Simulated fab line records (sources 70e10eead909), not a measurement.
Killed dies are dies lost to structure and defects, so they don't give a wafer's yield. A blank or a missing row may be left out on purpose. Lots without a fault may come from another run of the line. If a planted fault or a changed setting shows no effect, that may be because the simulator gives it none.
fab line records | flow nand-harc | part 2 of 2: steps 23 to 31 of 31
record lots=5 | wafers=15 | last-day=33
route steps=1302 shown A_STAIRCASE@816
lots that met no fault: from a run of the same line without faults
start-h: hours from the record's opening day to when the first of the lot's shown wafers began | wait-h: time in hours since the lot's previous step | " as in the row above | L1.1+2: a row that stands for several wafers | - no value, or no start given | * or withheld: withheld | < > ~ a bound
route shown NAME@n: names a module that has steps shown in the file, with the first one's number in the route | usual: mean/standard deviation taken from wafers without a fault | same: alike in all rows | chamber/n: place in a boat | sites: per-site readings | _std_site: standard deviation across them | _edge_site: mean of outer sites minus mean of inner sites | radius-mm: how far each site lies from the wafer's centre | mask NAME#n: copy n | behind: tool/chamber where the wafer was last shaped | hold: reason for holding the lot/hours on hold/outcome of the hold | device: the transistor (n, p or np) that didn't switch | end of line: tests of these same wafers at the route's end | a step given without rows: its recipe and nothing more | killed: dies that structure and defects cost at the first sort, which is not the same as the wafer's yield | map: a wafer's dies, marking killed ones x, the rest . and places with no die _
set.NAME: setting as actually run; set.NAME@STEP: the setting as run at that earlier step | model.NAME: the simulator's own value behind a step, which no gauge read
lots seen at some steps along the route; tables by step, rows by wafer
services: when a tool's chamber went out of use (start-h, in hours from the record's first day, below 0 if earlier), for how many hours, and the reason
## steps
# step NHARC_A_STAIRCASE_ALD_415
# recipe target-thk-a=300 | pulse-time-s=6 | ald-cycles=300 | temp-c=300 | material=SiO2
# usual heater-power-w=485/66 | precursor-pulse-height-rel=1.002/0.02
lot.wafer | tool      | chamber | start-h | wait-h | heater-power-w | precursor-pulse-height-rel
L075.2    | ald-hk-01 | 0       | 402.48  | 0.1    | 624            | 1.010
L075.3    | "         | 1       | "       | "      | 551            | 0.986
L075.1    | "         | 2       | "       | "      | 469            | 0.985
L081.1    | ald-hk-02 | 2       | 466.15  | 0.5    | 388            | 1.024
L081.5    | "         | 0       | "       | "      | 442            | 1.000
L081.6    | "         | 1       | "       | "      | 411            | 1.014
L084.1    | ald-hk-02 | 1       | 498.69  | 0.1    | 431            | 0.997
L084.4    | "         | 2       | "       | "      | 388            | 0.974
L084.5    | "         | 2       | "       | "      | 398            | 1.015
L087.2    | ald-hk-04 | 1       | 533.18  | 0.1    | 447            | 1.015
L087.4    | "         | 3       | "       | "      | 430            | 0.994
L087.3    | "         | 0       | "       | "      | 471            | 1.016
L097.2    | ald-hk-01 | 3       | 617.67  | 0.1    | 533            | 1.012
L097.5    | "         | 3       | "       | "      | 530            | 1.019
L097.6    | "         | 0       | "       | "      | 651            | 1.007
# step NHARC_A_STAIRCASE_ETCHBACK_416
# recipe target-depth-a=360 | time-s=7.2 | c4f8-flow-sccm=withheld | o2-flow-sccm=8 | ar-flow-sccm=withheld | rf-w=600 | bias-w=800 | chemistry=C4F8/O2/Ar
# usual oes-product-au=0.932/0.022 | rf-vpp-V=723/5.1
lot.wafer | tool        | chamber | start-h | wait-h | oes-product-au | rf-hours-counter-h | rf-vpp-V
L075.3    | rie-diel-12 | 2       | -       | -      | 0.913          | 41                 | 718
L075.1    | "           | 3       | "       | "      | 0.914          | 38                 | 722
L075.2    | "           | 0       | "       | "      | 0.923          | 40                 | 726
L081.1    | rie-diel-12 | 1       | -       | -      | 0.915          | 3                  | 730
L081.5    | "           | 3       | "       | "      | 0.925          | -                  | 722
L081.6    | "           | 0       | "       | "      | 0.921          | -                  | 727
L084.4    | rie-diel-11 | 3       | -       | -      | 0.940          | 19                 | 718
L084.1    | "           | 1       | "       | "      | 0.940          | 19                 | 724
L084.5    | "           | 3       | "       | "      | 0.929          | -                  | 718
L087.2    | rie-diel-12 | 1       | -       | -      | 0.916          | 20                 | 730
L087.3    | "           | 2       | "       | "      | 0.922          | 23                 | 719
L087.4    | "           | 3       | "       | "      | 0.925          | 26                 | 721
L097.2    | rie-diel-08 | 2       | -       | -      | 0.919          | 17                 | 724
L097.5    | "           | 3       | "       | "      | 0.924          | -                  | 717
L097.6    | "           | 0       | "       | "      | 0.933          | -                  | 729
# step NHARC_A_STAIRCASE_STRIP_476
# recipe time-s=20 | o2-flow-sccm=500 | ar-flow-sccm=0 | bias-w=0 | chemistry=O2
# usual drypump-motor-current-A=5.8/0.46 | o2-flow-sccm=500.1/1.4 | oes-product-au=0.999/0.0085 | rf-vpp-V=57.7/0.94 | showerhead-plenum-p-Torr=3.53/0.18 | throttle-valve-pct=17.036/0.0089
lot.wafer | tool        | chamber | start-h | wait-h | drypump-motor-current-A | o2-flow-sccm | oes-product-au | rf-hours-counter-h | rf-vpp-V | showerhead-plenum-p-Torr | throttle-valve-pct
L075.3    | rie-diel-12 | 1       | 404.76  | 0.2    | 5.4                     | 501.7        | 1.002          | 43                 | 60.6     | 3.78                     | 17.040
L075.2    | "           | 2       | "       | "      | 6.3                     | 499.1        | 0.995          | 41                 | 58.9     | 3.36                     | 17.037
L075.1    | "           | 0       | "       | "      | 5.7                     | 500.4        | 0.995          | 40                 | 58.5     | 3.66                     | 17.042
L081.1    | rie-diel-12 | 0       | 467.86  | 0.1    | 5.7                     | 501.7        | 1.003          | 5                  | 58.4     | 3.64                     | 17.036
L081.6    | "           | 1       | "       | "      | 5.4                     | 498.9        | 0.992          | -                  | 57.5     | 3.77                     | 17.029
L081.5    | "           | 2       | "       | "      | 6.3                     | 500.3        | 1.001          | -                  | 57.5     | 3.35                     | 17.042
L084.4    | rie-diel-11 | 3       | 500.87  | 0.1    | 5.4                     | 500.3        | 0.998          | 19                 | 57.4     | 3.32                     | 17.037
L084.1    | "           | 0       | "       | "      | 5.5                     | 502.0        | 0.997          | 17                 | 58.8     | 3.46                     | 17.032
L084.5    | "           | 1       | "       | "      | 5.4                     | 499.5        | 1.013          | -                  | 58.4     | 3.61                     | 17.023
L087.4    | rie-diel-12 | 1       | 535.43  | 0.1    | 5.4                     | 499.0        | 0.982          | 20                 | 59.2     | 3.76                     | 17.051
L087.2    | "           | 2       | "       | "      | 6.3                     | 501.4        | 0.989          | 23                 | 56.0     | 3.34                     | 17.037
L087.3    | "           | 3       | "       | "      | 6.2                     | 500.9        | 0.987          | 26                 | 57.6     | 3.44                     | 17.036
L097.2    | rie-diel-08 | 3       | 619.83  | 0.1    | 5.9                     | 500.9        | 0.990          | 17                 | 56.3     | 3.31                     | 17.042
L097.6    | "           | 1       | "       | "      | 5.7                     | 499.7        | 0.992          | -                  | 56.8     | 3.80                     | 17.039
L097.5    | "           | 2       | "       | "      | 6.3                     | 499.1        | 0.984          | -                  | 58.6     | 3.49                     | 17.038
# step NHARC_A_STAIRCASE_DEP_417
# recipe target-thk-a=600 | step-coverage-pct=20 | temp-c=400 | target-thk-nm=60 | flow-sccm=200 | rf-w=450 | material=Si3N4
# usual heater-power-w=681/92
lot.wafer | tool     | chamber | start-h | wait-h | heater-power-w
L075.1    | pecvd-02 | 2       | 404.86  | -      | 822
L075.3    | "        | 0       | "       | "      | 733
L075.2    | "        | 1       | "       | "      | 699
L081.1    | pecvd-02 | 1       | 468.03  | -      | 578
L081.6    | "        | 0       | "       | "      | 752
L081.5    | "        | 1       | "       | "      | 596
L084.1    | pecvd-04 | 0       | 501.09  | -      | 685
L084.4    | "        | 1       | "       | "      | 561
L084.5    | "        | 0       | "       | "      | 669
L087.3    | pecvd-04 | 0       | 535.52  | -      | 701
L087.2    | "        | 2       | "       | "      | 739
L087.4    | "        | 1       | "       | "      | 604
L097.2    | pecvd-02 | 1       | 619.96  | -      | 637
L097.6    | "        | 1       | "       | "      | 635
L097.5    | "        | 2       | "       | "      | 902
# step NHARC_A_STAIRCASE_WET_418
# recipe temp-c=160 | target-depth-a=200 | chemistry=H3PO4
lot.wafer  | tool         | chamber | start-h | wait-h
L075.1+2+3 | wet-h3po4-02 | 0       | 406.85  | -
L081.1+5+6 | wet-h3po4-02 | 0       | 468.64  | -
L084.1+4+5 | wet-h3po4-01 | 0       | 502.99  | -
L087.2+3+4 | wet-h3po4-02 | 0       | 537.51  | -
L097.2+5+6 | wet-h3po4-01 | 0       | 621.64  | -
# step NHARC_A_STAIRCASE_PRECLEAN_419
# recipe time-s=* | temp-c=50 | bath-age-min=0 | chemistry=SC1
lot.wafer  | tool         | chamber | start-h | wait-h
L075.2+3+1 | wet-bench-02 | 5,6,0   | 407.42  | 0.0
L081.1+5+6 | wet-bench-06 | 2,3,4   | 469.29  | 0.1
L084.4+5+1 | wet-bench-06 | 2,3,5   | 503.57  | 0.0
L087.2+4+3 | wet-bench-06 | 7,1,2   | 538.08  | 0.0
L097.5+6+2 | wet-bench-06 | 0,1,4   | 622.21  | 0.0
# step NHARC_A_STAIRCASE_SRD_421
lot.wafer  | tool         | chamber | start-h | wait-h
L075.2+3+1 | wet-bench-02 | 5,6,0   | 407.48  | 0.1
L081.1+5+6 | wet-bench-06 | 2,3,4   | 469.34  | 0.0
L084.4+5+1 | wet-bench-06 | 2,3,5   | -       | -
L087.2+4+3 | wet-bench-06 | 7,1,2   | -       | -
L097.5+6+2 | wet-bench-06 | 0,1,4   | -       | -
# step NHARC_A_STAIRCASE_ALD_420
# recipe target-thk-a=200 | pulse-time-s=6 | ald-cycles=200 | temp-c=300 | material=SiO2
# usual heater-power-w=491/64 | precursor-pulse-height-rel=1.002/0.02
lot.wafer | tool      | chamber | start-h | wait-h | heater-power-w | precursor-pulse-height-rel
L075.1    | ald-hk-04 | 2       | 407.60  | 0.1    | 479            | 0.988
L075.2    | "         | 0       | "       | "      | 481            | 1.040
L075.3    | "         | 1       | "       | "      | 442            | 0.983
L081.1    | ald-hk-04 | 2       | 469.77  | 0.4    | 482            | 1.029
L081.6    | "         | 0       | "       | "      | 463            | 0.993
L081.5    | "         | 1       | "       | "      | 432            | 1.025
L084.1    | ald-hk-04 | 1       | 503.71  | -      | 439            | 1.000
L084.4    | "         | 3       | "       | "      | 434            | 0.992
L084.5    | "         | 2       | "       | "      | 490            | 1.003
L087.3    | ald-hk-01 | 0       | 538.39  | -      | 650            | 1.003
L087.4    | "         | 1       | "       | "      | 515            | 0.993
L087.2    | "         | 2       | "       | "      | 494            | 0.995
L097.2    | ald-hk-02 | 2       | 622.35  | -      | 417            | 1.008
L097.5    | "         | 2       | "       | "      | 425            | 0.996
L097.6    | "         | 3       | "       | "      | 557            | 0.997
# step NHARC_A_STAIRCASE_CVD_552
# recipe target-thk-a=400 | temp-c=700 | pressure-mtorr=300 | material=SiNx
# usual pressure-mtorr=299.8/0.62 | spike-tc-bottom-C=720.1/1.3 | zone-power-centre-pct=10.8/0.72 | zone-power-top-pct=23.0/0.47
lot.wafer | tool     | chamber | start-h | wait-h | pressure-mtorr | spike-tc-bottom-C | zone-power-centre-pct | zone-power-top-pct
L075.1    | lpcvd-01 | 0       | -       | -      | 300.4          | 719.1             | 10.9                  | 22.4
L075.2    | "        | 0       | "       | "      | 301.1          | 719.0             | 10.9                  | 22.8
L075.3    | "        | 0       | "       | "      | 300.6          | 718.4             | 11.0                  | 22.9
L081.1    | lpcvd-01 | 1       | -       | -      | 299.2          | 722.1             | 11.4                  | 23.4
L081.5    | "        | 1       | "       | "      | 299.8          | 721.1             | 11.6                  | 23.3
L081.6    | "        | 1       | "       | "      | 300.3          | 722.0             | 11.6                  | 23.0
L084.1    | lpcvd-02 | 0       | 509.21  | 5.2    | 300.1          | 719.4             | 9.7                   | 23.8
L084.4    | "        | 0       | "       | "      | 299.7          | 719.3             | 9.5                   | 23.8
L084.5    | "        | 0       | "       | "      | 300.5          | 719.6             | 9.5                   | 23.5
L087.2    | lpcvd-01 | 1       | -       | -      | 299.9          | 721.9             | 11.5                  | 23.5
L087.3    | "        | 1       | "       | "      | 299.8          | 720.2             | 11.3                  | 23.4
L087.4    | "        | 1       | "       | "      | 299.6          | 721.7             | 11.6                  | 23.1
L097.2    | lpcvd-02 | 1       | -       | -      | 299.7          | 720.0             | 10.7                  | 22.7
L097.5    | "        | 1       | "       | "      | 299.4          | 718.0             | 10.9                  | 22.5
L097.6    | "        | 1       | "       | "      | 299.5          | 718.0             | 10.7                  | 22.5
## services
tool           | chamber | start-h | hours | kind
rie-diel-08    | -       | 370.64  | 9.0   | pm
litho-track-02 | -       | 402.00  | 7.0   | pm
rie-diel-08    | 1       | 406.95  | 5.1   | repair
wet-bench-02   | -       | 420.00  | 8.0   | pm
litho-track-07 | -       | 426.00  | 7.0   | pm
rie-diel-11    | -       | 434.40  | 9.0   | pm
rie-diel-12    | -       | 449.15  | 9.0   | pm
litho-track-03 | -       | 450.00  | 7.0   | pm
wet-bench-01   | -       | 453.61  | 8.0   | pm
rie-diel-11    | -       | 463.21  | 0.6   | repair
wet-bench-02   | -       | 467.90  | 2.8   | repair
rie-diel-12    | -       | 471.86  | 0.6   | repair
rie-diel-11    | 2       | 480.29  | 8.2   | repair
rie-diel-12    | 1       | 495.04  | 11.0  | repair
rie-diel-08    | 1       | 498.58  | 30.5  | repair
wet-bench-06   | -       | 545.60  | 8.0   | pm
rie-diel-08    | -       | 547.64  | 9.0   | pm
wet-bench-01   | -       | 561.34  | 0.5   | repair
litho-track-02 | -       | 577.00  | 7.0   | pm
wet-bench-02   | -       | 596.00  | 8.0   | pm
litho-track-07 | -       | 601.00  | 7.0   | pm
rie-diel-11    | -       | 602.99  | 0.5   | repair
rie-diel-11    | -       | 611.40  | 9.0   | pm
rie-diel-12    | -       | 626.15  | 9.0   | pm
